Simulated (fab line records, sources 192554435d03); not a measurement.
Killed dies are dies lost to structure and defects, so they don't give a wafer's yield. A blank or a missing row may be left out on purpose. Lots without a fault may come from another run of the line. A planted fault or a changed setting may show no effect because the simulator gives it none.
One fault seen from 3 desks | flow n5_finfet | each desk has only its own numbers; what lay behind them comes last

THE METROLOGY DESK
What the gauges read, lot by lot, whatever tool the lot ran on: means of the sampled wafers that have a number. A lot is out of limits, marked OUT, if its mean lies more than 4 standard deviations from the usual mean; the brackets give that distance. Of its 10 readings 7 are shown: those that lie furthest out on some lot.
Columns: A = DIBL_P at N5_BEOL_M4_RC_MEAS_101, usual 35.3 mV/V; B = IOFF_N at N5_BEOL_M4_RC_MEAS_101, usual 0.150 nA/um; C = ION_N at N5_BEOL_M4_RC_MEAS_101, usual 667 uA/um; D = ION_P at N5_BEOL_M4_RC_MEAS_101, usual 456 uA/um; E = SS_N at N5_BEOL_M4_RC_MEAS_101, usual 71.4 mV/dec; F = VT_N at N5_BEOL_M4_RC_MEAS_101, usual 251 mV; G = VT_P at N5_BEOL_M4_RC_MEAS_101, usual -252 mV
lot  | first seen here | A    | B     | C   | D   | E    | F   | G
L926 | day 9 17:53     | 35.1 | 0.136 | 667 | 458 | 71.4 | 254 | -255
L929 | day 10 23:08    | 38.1 | 0.162 | 671 | 457 | 71.8 | 250 | -253
L927 | day 11 02:30    | 36.1 | 0.167 | 656 | 444 | 72.6 | 251 | -252
L932 | day 11 20:26    | 34.3 | 0.118 | 649 | 448 | 70.8 | 255 | -257
L935 | day 12 13:01    | 35.8 | 0.153 | 665 | 463 | 71.4 | 249 | -248
L939 | day 12 22:57    | 34.9 | 0.151 | 662 | 451 | 71.7 | 251 | -252
L942 | day 14 01:35    | 34.1 | 0.127 | 658 | 453 | 71.3 | 254 | -252
L943 | day 14 15:55    | 34.8 | 0.155 | 666 | 455 | 71.5 | 249 | -253
L947 | day 15 08:19    | 36.1 | 0.133 | 669 | 461 | 71.4 | 253 | -252
L949 | day 15 13:35    | 35.5 | 0.155 | 666 | 451 | 71.6 | 250 | -256
This desk's finding: nothing out of limits on any of the 10 lots.

THE TOOL OWNER'S DESK: litho_track-02
The tool's own readings at N5_PMOS_HMC_CHANNEL_EPI_PEB_07 (peb time 60 s): means of the sampled wafers that have a number, for each lot that ran on this tool. A lot is out of limits, marked OUT, if its mean lies more than 4 standard deviations from the usual mean; the brackets give that distance.
Columns: A = plate_temp_C at N5_PMOS_HMC_CHANNEL_EPI_PEB_07, usual 109.98 C
lot  | first seen here | A
L926 | day 1 17:12     | 110.04
L932 | day 3 04:55     | 109.88
L939 | day 4 23:58     | 110.07
L942 | day 5 18:31     | 110.85 (+6.7) OUT
L943 | day 5 23:16     | 110.86 (+6.8) OUT
This desk's finding: out of limits on L942, L943; first on L942, day 5 18:31 (plate_temp_C at N5_PMOS_HMC_CHANNEL_EPI_PEB_07). In limits: L926, L932, L939.

THE DEFECT DESK
What the inspections along the route counted, lot by lot: means of the sampled wafers that have a number. A lot is out of limits, marked OUT, if its mean lies more than 4 standard deviations from the usual mean; the brackets give that distance.
Columns: A = raw_defect_count at N5_WELL_APT_INSPECT_38, usual 14
lot  | first seen here | A
L926 | day 1 16:49     | 23
L927 | day 1 22:38     | 12
L929 | day 2 11:07     | 13
L932 | day 3 04:32     | 14
L935 | day 3 23:07     | 14
L939 | day 4 23:35     | 13
L942 | day 5 18:08     | 10
L943 | day 5 23:01     | 13
L947 | day 6 22:47     | 17
L949 | day 7 11:07     | 19
This desk's finding: nothing out of limits on any of the 10 lots.

PUT TOGETHER
The tool owner's desk could have raised an alarm at day 5 18:31, on L942, L943.
The metrology desk saw nothing out of limits.
The defect desk saw nothing out of limits.
The metrology desk has L942, L943 on record, within its limits.
The defect desk has L942, L943 on record, within its limits.
Of the lots named, all ran N5_PMOS_HMC_CHANNEL_EPI_PEB_07 on litho_track-02.

WHAT THE SIMULATOR HAD PUT IN
Process parameter drift: litho_track-02, from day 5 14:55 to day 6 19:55, at N5_PMOS_HMC_CHANNEL_EPI_PEB_07. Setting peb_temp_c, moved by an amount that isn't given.
Lots struck among those shown: L942, L943.
Hours from the fault's start to each desk's first reading out of limits: the tool owner's desk, 4.
